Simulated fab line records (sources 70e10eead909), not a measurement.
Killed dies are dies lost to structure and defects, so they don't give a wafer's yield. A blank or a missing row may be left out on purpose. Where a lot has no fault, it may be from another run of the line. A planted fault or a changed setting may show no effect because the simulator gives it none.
The tool behind it: which one? + flow nandHarc + 18 wafers from 6 lots sampled at 4 of the route's 1302 steps

== WHAT EACH GAUGE READ, for each wafer ==
NHARC_P_GATE_CD_MEAS_59 targets a cd of 720 nm.
| lot  | measured     | on       | cdNm (nm)         |
|------|--------------|----------|-------------------|
| L892 | day 6 15:40  | cdSem-02 | 761.9 762.8 765.3 |
| L902 | day 10 12:35 | cdSem-01 | 721.2 721.7 721.4 |
| L905 | day 11 17:04 | cdSem-03 | 718.0 718.4 716.2 |
| L907 | day 12 15:11 | cdSem-03 | 715.9 716.4 720.2 |
| L910 | day 14 14:25 | cdSem-02 | 719.7 721.3 721.8 |
| L913 | day 15 15:58 | cdSem-03 | 718.1 716.0 717.9 |

== WHICH TOOL RAN EACH LOT (tool, then ch and the chambers of the sampled wafers, then the start) ==
| lot  | NHARC_P_GATE_DESCUM_31            | NHARC_P_GATE_STRIP_111              | NHARC_P_GATE_EXPOSE_56           |
|------|-----------------------------------|-------------------------------------|----------------------------------|
| L892 | rieDiel-08 ch 0,2, day 6 02:01    | plasmaAsher-02 ch 0,1, day 6 14:28  | krfScanner-03 ch 0, day 6 15:30  |
| L902 | rieDiel-10 ch 1,2, day 9 22:53    | plasmaAsher-01 ch 0,1, day 10 11:29 | krfScanner-03 ch 0, day 10 12:26 |
| L905 | rieDiel-08 ch 1,2, day 11 03:30   | plasmaAsher-01 ch 0,1, day 11 15:50 | krfScanner-03 ch 0, day 11 16:54 |
| L907 | rieDiel-01 ch 2,3, day 12 01:32   | plasmaAsher-01 ch 0,1, day 12 13:58 | krfScanner-03 ch 0, day 12 15:02 |
| L910 | rieDiel-01 ch 1,2,3, day 14 00:24 | plasmaAsher-02 ch 0,1, day 14 13:14 | krfScanner-02 ch 0, day 14 14:16 |
| L913 | rieDiel-01 ch 0,3, day 15 01:54   | plasmaAsher-02 ch 0,1, day 15 14:44 | krfScanner-03 ch 0, day 15 15:49 |
- NHARC_P_GATE_DESCUM_31: chemistry O2, time 3 s.
- NHARC_P_GATE_STRIP_111: strips in N2/H2, time 250 s.
- NHARC_P_GATE_EXPOSE_56: exposes mask P PSD, target cd 720 nm.

== THE ANSWER, worked out from the rows above alone ==
Rule: usual is defined by the lots themselves. Put in order of their means at a reading, lots are off if they are a third of the lots or fewer, leave a main group of 4 or more, and stand apart from it by a gap of 3 or more times the standard deviation of the main group's means; of several such gaps the widest counts. A main group whose means are all the same, to the digits that the tables above print for the reading, isn't used. Also off: a lot with no number at a reading for which 4 or more lots have one. All remaining lots with rows at the step are treated as sound.
Off, at NHARC_P_GATE_CD_MEAS_59 on cdNm: L892. The main group: mean 718.9 nm, standard deviation 1.8.
If a tool, at a process step before that reading, ran all the lots that are off and no sound lot after the first of them, it fits. Gauges at NHARC_P_GATE_CD_MEAS_59: tried the same way as those tools. None of those tried fits.

== WHAT HAD BEEN PUT IN BY THE SIMULATOR ==
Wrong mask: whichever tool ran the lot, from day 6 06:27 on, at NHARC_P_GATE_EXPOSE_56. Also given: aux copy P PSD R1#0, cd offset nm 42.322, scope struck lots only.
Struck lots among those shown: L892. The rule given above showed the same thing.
